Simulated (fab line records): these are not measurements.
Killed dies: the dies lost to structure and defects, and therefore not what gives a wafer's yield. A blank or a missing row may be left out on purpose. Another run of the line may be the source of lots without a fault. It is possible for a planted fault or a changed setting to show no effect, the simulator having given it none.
Problem report, 8D (eight disciplines) form, completed by code + flow nand-harc + the parts of the form that need people (team, actions taken, sign-off) are left out

## 1. THE ISSUE
At NHARC_A_STAIRCASE_EXPOSE_265, exposure-dose-mJ-cm2 averages 32.705 over 6 wafers from 2 lots, while fault-free wafers read 25.014, standard deviation 0.025. That is +99 or more standard deviations from the usual mean.
The step: exposes mask CHOP 200.
First seen on wafer L418.2, day 21 20:28, on krf-scanner-04. The record has a number at this step for 33 wafers belonging to 11 lots. Rule for "out" (also "out of limits"): further than 4 standard deviations from the usual mean. All remaining wafers that have a number are taken as sound.

## 2. WHAT IT IS, AND WHAT IT ISN'T
| question                    | is                     | is not                                                                                       |
|-----------------------------|------------------------|----------------------------------------------------------------------------------------------|
| which readings at this step | exposure-dose-mJ-cm2   | -                                                                                            |
| which lots                  | L418, L420             | L405, L407, L409, L417, L423, L424, L426, L427, L428                                         |
| which wafers of those lots  | all that have a number | -                                                                                            |
| read on which tools         | krf-scanner-04         | krf-scanner-01, krf-scanner-03                                                               |
| when                        | from day 21 20:28      | up to then (12 sound wafers); but 15 sound wafers of L423, L424, L426, L427, L428 came after |

## 3. SUSPECTS, AND WHAT RULES EACH OUT
Counting: a tool at a process step up to the reading stays a suspect if it ran every lot that is out and no sound lot after the first of them.
- krf-scanner-04 at NHARC_A_STAIRCASE_EXPOSE_265 (exposes mask CHOP 200): kept. It ran every lot that is out, first L418 (day 21 20:28), and no sound lot after that; its last sound lot up to then is L407 (day 17 14:11). Out on those wafers are its own readings of exposure-dose-mJ-cm2.
After counting, what remains is krf-scanner-04 at NHARC_A_STAIRCASE_EXPOSE_265.

## 4. THE CAUSE (what the simulator had put in)
Process parameters drifting: krf-scanner-04 at NHARC_A_STAIRCASE_EXPOSE_265, beginning at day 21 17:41. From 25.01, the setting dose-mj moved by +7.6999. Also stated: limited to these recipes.
This tool alone remained once counting was done.

## 5. THE EFFECT CHAIN, in route order
Each row: a reading whose mean over the struck wafers that have a number lies more than 3 standard deviations from the usual. Only readings for which the record gives a usual standard deviation are gone through. hours: the time from each lot's start at the first step in this table that gives one to its start at this step, as a median over the lots. sigmas: the change in usual standard deviations.
| hours | step                         | reading              | usual  | on struck wafers | change | sigmas      |
|-------|------------------------------|----------------------|--------|------------------|--------|-------------|
| 0     | NHARC_A_STAIRCASE_EXPOSE_265 | exposure-dose-mJ-cm2 | 25.014 | 32.705           | +7.691 | +99 or more |
The process steps in it:
- NHARC_A_STAIRCASE_EXPOSE_265: exposes mask CHOP 200.

## 6. HOW IT WOULD HAVE BEEN CAUGHT EARLIER
The fault began at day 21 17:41; the first out-of-limits reading in this record came at day 21 20:28, 3 hours later.
